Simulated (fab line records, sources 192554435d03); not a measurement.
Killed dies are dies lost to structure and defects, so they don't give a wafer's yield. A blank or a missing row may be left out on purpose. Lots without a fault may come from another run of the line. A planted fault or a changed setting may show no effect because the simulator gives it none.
Which tool did it? | flow n5_finfet | 11 lots, 33 wafers sampled, at 5 steps of a route of 1938

WHAT THE GAUGES READ, wafer by wafer
N5_BEOL_M11_THK_MEAS_53: measures by xrf.
lot  | measured     | on            | M11_THK (nm)
L150 | day 10 16:58 | film_metro-01 | 144.5 147.5 145.3
L152 | day 11 12:03 | film_metro-01 | 143.6 141.9 144.2
L158 | day 12 13:31 | film_metro-02 | 148.3 144.9 143.9
L157 | day 12 16:37 | film_metro-02 | 146.1 143.9 141.9
L161 | day 13 09:43 | film_metro-01 | 141.3 139.7 137.1
L162 | day 13 17:25 | film_metro-02 | 141.6 142.2 140.8
L164 | day 14 01:58 | film_metro-02 | 140.4 138.9 143.4
L169 | day 15 05:41 | film_metro-02 | 142.3 142.7 142.2
L170 | day 15 23:55 | film_metro-02 | 142.6 140.0 140.9
L172 | day 16 10:32 | film_metro-01 | 141.8 143.3 143.1
L173 | day 16 15:17 | film_metro-02 | 146.1 141.7 145.6

N5_BEOL_M12_THK_MEAS_01.
lot  | measured     | on            | M12_ILD_THK (nm)
L150 | day 10 17:17 | film_metro-01 | 659 656 666
L152 | day 11 12:22 | film_metro-02 | 648 659 673
L158 | day 12 13:50 | film_metro-01 | 651 658 654
L157 | day 12 16:56 | film_metro-02 | 646 652 652
L161 | day 13 10:01 | film_metro-01 | 650 653 657
L162 | day 13 17:44 | film_metro-01 | 649 664 658
L164 | day 14 02:17 | film_metro-02 | 646 651 649
L169 | day 15 06:00 | film_metro-01 | 652 661 659
L170 | day 16 00:14 | film_metro-02 | 651 648 670
L172 | day 16 10:52 | film_metro-01 | 654 651 673
L173 | day 16 15:37 | film_metro-01 | 646 664 663

WHICH TOOL RAN EACH LOT (tool, then ch and the chambers of the sampled wafers, then the start)
lot  | N5_BEOL_M11_STRIP_19               | N5_BEOL_M11_ECD_50             | N5_BEOL_M11_CMP_52
L150 | rie_diel-02 ch 2,3, day 10 13:02   | ecd_cu-01 ch 0,1, day 10 15:43 | cmp-03 ch 0,2,3, day 10 16:43
L152 | rie_diel-02 ch 2,3, day 11 03:23   | ecd_cu-01 ch 0,1, day 11 11:08 | cmp-03 ch 0,1,3, day 11 11:52
L158 | rie_diel-03 ch 0,3, day 12 08:02   | ecd_cu-01 ch 0,1, day 12 12:22 | cmp-03 ch 0,2, day 12 13:16
L157 | rie_diel-03 ch 1,2,3, day 12 11:55 | ecd_cu-02 ch 0,1, day 12 15:49 | cmp-04 ch 0,1,2, day 12 16:24
L161 | rie_diel-03 ch 0,1,3, day 13 05:52 | ecd_cu-02 ch 0,1, day 13 09:02 | cmp-03 ch 1,2, day 13 09:27
L162 | rie_diel-03 ch 1,2,3, day 13 13:01 | ecd_cu-02 ch 0,1, day 13 16:22 | cmp-04 ch 1,2,3, day 13 17:12
L164 | rie_diel-02 ch 0,3, day 13 20:53   | ecd_cu-02 ch 0,1, day 14 01:02 | cmp-04 ch 0,2,3, day 14 01:44
L169 | rie_diel-02 ch 0,3, day 15 01:39   | ecd_cu-01 ch 0,1, day 15 04:44 | cmp-03 ch 2,3, day 15 05:23
L170 | rie_diel-03 ch 0,3, day 15 20:29   | ecd_cu-01 ch 0,1, day 15 23:13 | cmp-04 ch 0,1,3, day 15 23:38
L172 | rie_diel-02 ch 0,3, day 16 04:14   | ecd_cu-01 ch 0,1, day 16 09:50 | cmp-03 ch 1,3, day 16 10:16
L173 | rie_diel-03 ch 0,1, day 16 10:35   | ecd_cu-01 ch 0,1, day 16 14:37 | cmp-02 ch 0,1,2, day 16 15:00
- N5_BEOL_M11_STRIP_19: strips in O2.
- N5_BEOL_M11_ECD_50: material Cu, target thk 318 nm.
- N5_BEOL_M11_CMP_52: polishes, stops on SiCOH lowk, t overpolish 7 s, target thk 140 nm.

WHAT THE TOOLS THEMSELVES READ (means of the sampled wafers that have a number; where no wafer has one, the mark that the record gives instead)
N5_BEOL_M11_STRIP_19.
lot  | tool        | drypump_motor_current_A (A) | oes_product_au (a.u.) | rf_vpp_V (V) | showerhead_plenum_p_Torr (Torr) | temp_c (C) | throttle_valve_pct (%)
L150 | rie_diel-02 | 5.0                         | 0.76                  | 4.0          | 2.07                            | 40.14      | 16.76
L152 | rie_diel-02 | 5.0                         | 0.72                  | 3.6          | 2.10                            | 40.00      | 16.83
L158 | rie_diel-03 | 5.6                         | 0.87                  | 3.5          | 2.08                            | 39.92      | 16.32
L157 | rie_diel-03 | 6.2                         | 0.80                  | 4.1          | 2.16                            | 40.03      | 16.62
L161 | rie_diel-03 | 6.0                         | 0.81                  | 3.9          | 2.11                            | 39.97      | 16.54
L162 | rie_diel-03 | 6.2                         | 0.79                  | 3.3          | 2.16                            | 40.04      | 16.64
L164 | rie_diel-02 | 5.7                         | 0.79                  | 3.3          | 2.16                            | 39.87      | 16.41
L169 | rie_diel-02 | 5.3                         | 0.86                  | 3.5          | 2.14                            | 40.00      | 16.46
L170 | rie_diel-03 | 5.7                         | 0.85                  | 3.5          | 2.07                            | 39.95      | 16.36
L172 | rie_diel-02 | 5.3                         | 0.84                  | 4.2          | 2.14                            | 40.09      | 16.48
L173 | rie_diel-03 | 6.3                         | 0.91                  | 4.1          | 2.11                            | 39.95      | 16.33

N5_BEOL_M11_CMP_52.
lot  | tool   | motor_current_A (A) | pad_life_wafers | slurry_flow_ml_min | time_to_endpoint_s (s)
L150 | cmp-03 | 6.5                 | 128             | 150.0              | 63.4
L152 | cmp-03 | 6.3                 | 297             | 150.1              | 66.9
L158 | cmp-03 | 6.8                 | 572             | 149.8              | 65.4
L157 | cmp-04 | 6.6                 | 1832            | 150.2              | 65.4
L161 | cmp-03 | 6.5                 | 733             | 149.9              | 63.0
L162 | cmp-04 | 6.9                 | 2042            | 149.9              | 44.3
L164 | cmp-04 | 6.3                 | 2               | 150.1              | 55.7
L169 | cmp-03 | 6.4                 | 1200            | 149.5              | 63.0
L170 | cmp-04 | 6.2                 | 428             | 149.4              | 65.9
L172 | cmp-03 | 6.4                 | 1442            | 150.2              | 63.9
L173 | cmp-02 | 5.7                 | 1825            | 150.1              | 67.2

THE ANSWER, worked out from the rows above alone
Rule: what is usual is taken from the lots themselves. Put in order of their means at a reading, lots are off if they are a third of the lots or fewer, leave a main group of 4 or more, and stand apart from it by a gap of 3 or more times the standard deviation of the main group's means; of several such gaps the widest counts. A main group whose means are all the same, to the digits that the tables above print for the reading, isn't used. A lot without any number at a reading at which 4 lots or more have one is off too. The other lots that the step has rows for count as sound. The gauges are gone through in route order, then the tools' own readings, and for those a lot's mean is taken as printed above. The first step at which some lot is off is used, and at that step the reading that is off furthest; a lot without a number counts as furthest.
Off: L162, L164, at N5_BEOL_M11_CMP_52 (time_to_endpoint_s). The main group: mean 64.9 s, standard deviation 1.5.
A tool fits if, at that step or a process step before it, it ran every lot that is off, and no sound lot after the first of them. One fits: ecd_cu-02 at N5_BEOL_M11_ECD_50. Its last sound lot is L161 (day 13 09:02), its first lot that is off L162 (day 13 16:22): a fault that began between those two fits.

WHAT THE SIMULATOR HAD PUT IN
Process parameter drift: ecd_cu-02, from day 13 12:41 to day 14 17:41, at N5_BEOL_M11_ECD_50. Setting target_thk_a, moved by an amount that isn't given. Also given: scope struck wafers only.
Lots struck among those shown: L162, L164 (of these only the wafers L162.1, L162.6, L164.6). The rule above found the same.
